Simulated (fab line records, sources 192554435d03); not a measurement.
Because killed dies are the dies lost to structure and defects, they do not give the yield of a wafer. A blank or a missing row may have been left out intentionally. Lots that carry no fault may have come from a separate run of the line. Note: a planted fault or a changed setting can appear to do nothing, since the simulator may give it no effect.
Split-lot experiment + flow n5_finfet + on a route of 1938 steps: 7 lots, 39 wafers read

THE SPLIT ITSELF
At N5_BEOL_M3_ETCH_41 (etches SiCN in CH3F/O2, target depth 29.9 nm, time 52.5 s), the setting target_depth_a was moved away from the recipe's 299 angstrom on 15 of the 39 wafers read, by -43.6% to -15.6%. This setting was run at the recipe's value on the other wafers.

Reading taken at the split's own step.

THE READING
etch.depth_nm (the simulator's own value, which no gauge read), in nm, at N5_BEOL_M3_ETCH_41 (etches SiCN in CH3F/O2, target depth 29.9 nm, time 52.5 s). There is no usual value for it anywhere in the file. The 24 wafers here that ran the recipe average 19.73 nm, standard deviation 0.28 nm.

| wafer  | tool, chamber at the split | target_depth_a as run, angstrom | against the recipe | etch.depth_nm, nm | against lot-mates on the recipe |
|--------|----------------------------|---------------------------------|--------------------|-------------------|---------------------------------|
| L074.1 | rie_diel-06, 0             | 203.9                           | -31.8%             | 13.43             | -6.47                           |
| L074.2 | rie_diel-06, 1             | 203.9                           | -31.8%             | 13.53             | -6.37                           |
| L074.3 | rie_diel-06, 2             | 299                             | recipe             | 20.02             | -                               |
| L074.4 | rie_diel-06, 3             | 299                             | recipe             | 19.94             | -                               |
| L074.5 | rie_diel-06, 1             | 203.9                           | -31.8%             | 13.54             | -6.36                           |
| L074.6 | rie_diel-06, 0             | 299                             | recipe             | 19.73             | -                               |
| L075.2 | rie_diel-02, 2             | 299                             | recipe             | 20.02             | -                               |
| L075.5 | rie_diel-02, 2             | 299                             | recipe             | 20.11             | -                               |
| L075.6 | rie_diel-02, 1             | 299                             | recipe             | 20.09             | -                               |
| L079.1 | rie_diel-04, 1             | 168.7                           | -43.6%             | 11.29             | -8.18                           |
| L079.2 | rie_diel-04, 0             | 168.7                           | -43.6%             | 10.82             | -8.65                           |
| L079.3 | rie_diel-04, 2             | 299                             | recipe             | 19.66             | -                               |
| L079.4 | rie_diel-04, 3             | 299                             | recipe             | 19.73             | -                               |
| L079.5 | rie_diel-04, 0             | 299                             | recipe             | 19.03             | -                               |
| L079.6 | rie_diel-04, 3             | 168.7                           | -43.6%             | 11.07             | -8.40                           |
| L082.1 | rie_diel-04, 1             | 204.3                           | -31.7%             | 13.6              | -5.76                           |
| L082.2 | rie_diel-04, 3             | 299                             | recipe             | 19.7              | -                               |
| L082.3 | rie_diel-04, 2             | 204.3                           | -31.7%             | 13.51             | -5.85                           |
| L082.4 | rie_diel-04, 0             | 299                             | recipe             | 19.17             | -                               |
| L082.5 | rie_diel-04, 0             | 299                             | recipe             | 19.2              | -                               |
| L082.6 | rie_diel-04, 1             | 204.3                           | -31.7%             | 13.72             | -5.64                           |
| L087.1 | rie_diel-04, 2             | 299                             | recipe             | 19.78             | -                               |
| L087.2 | rie_diel-04, 1             | 252.5                           | -15.6%             | 16.66             | -2.92                           |
| L087.3 | rie_diel-04, 0             | 299                             | recipe             | 19.37             | -                               |
| L087.4 | rie_diel-04, 3             | 299                             | recipe             | 19.6              | -                               |
| L087.5 | rie_diel-04, 1             | 252.5                           | -15.6%             | 16.73             | -2.85                           |
| L087.6 | rie_diel-04, 2             | 252.5                           | -15.6%             | 16.55             | -3.03                           |
| L095.1 | rie_diel-06, 3             | 299                             | recipe             | 19.74             | -                               |
| L095.2 | rie_diel-06, 1             | 236.7                           | -20.8%             | 15.49             | -4.30                           |
| L095.3 | rie_diel-06, 0             | 236.7                           | -20.8%             | 15.51             | -4.28                           |
| L095.4 | rie_diel-06, 2             | 299                             | recipe             | 19.92             | -                               |
| L095.5 | rie_diel-06, 3             | 299                             | recipe             | 19.7              | -                               |
| L095.6 | rie_diel-06, 2             | 236.7                           | -20.8%             | 15.73             | -4.06                           |
| L097.1 | rie_diel-02, 2             | 299                             | recipe             | 19.77             | -                               |
| L097.6 | rie_diel-02, 2             | 299                             | recipe             | 19.77             | -                               |
| L097.2 | rie_diel-02, 0             | 299                             | recipe             | 19.89             | -                               |
| L097.3 | rie_diel-02, 3             | 299                             | recipe             | 19.59             | -                               |
| L097.4 | rie_diel-02, 1             | 299                             | recipe             | 19.99             | -                               |
| L097.5 | rie_diel-02, 1             | 299                             | recipe             | 19.92             | -                               |

FIT RESULTS
A straight line over all 39 wafers: etch.depth_nm changes by +0.197 nm for each +1% of target_depth_a; r = +1.00; the points scatter about the line by 0.24 nm.
The same after taking each lot's own level away (the mean of its wafers on the recipe; 39 wafers): +0.193 nm for each +1%; r = +1.00; scatter 0.21 nm.
On that fit, the largest move of target_depth_a shifts the reading by 8.4 nm.
The lots' own levels span 19.357 to 20.073 nm, that is 2.5 times the standard deviation above.
Consequently the slope shifts little with the lot-to-lot level, the two slopes agreeing.
Check: with one of the wafers moved furthest among these (-43.6%) left out of the fit, the line predicts -8.44 nm for it against its lot-mates. Against them it came out at -8.18 nm.

ADDITIONAL SPLITS CARRIED BY THESE WAFERS
Before the reading, these wafers also passed through other splits. Each is held against what the fit with the lots' levels taken away leaves over:
| other split on the same wafers                 | wafers away from the commonest value | r with etch.depth_nm (lot level and that fit taken away) |
|------------------------------------------------|--------------------------------------|----------------------------------------------------------|
| N5_STI_FIN_REVEAL_ETCHBACK_08 target_depth_a   | 12                                   | +0.06                                                    |
| N5_HKMG_FIN_NWFM_ALD_20 ald_cycles             | 15                                   | +0.19                                                    |
| N5_MOL_CONTACT_COAG_VIA_ETCH_46 target_depth_a | 6                                    | -0.24                                                    |

THE FILE'S OWN FIT
etch.depth_nm changes by +0.193 nm for each +1% of target_depth_a, r = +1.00.
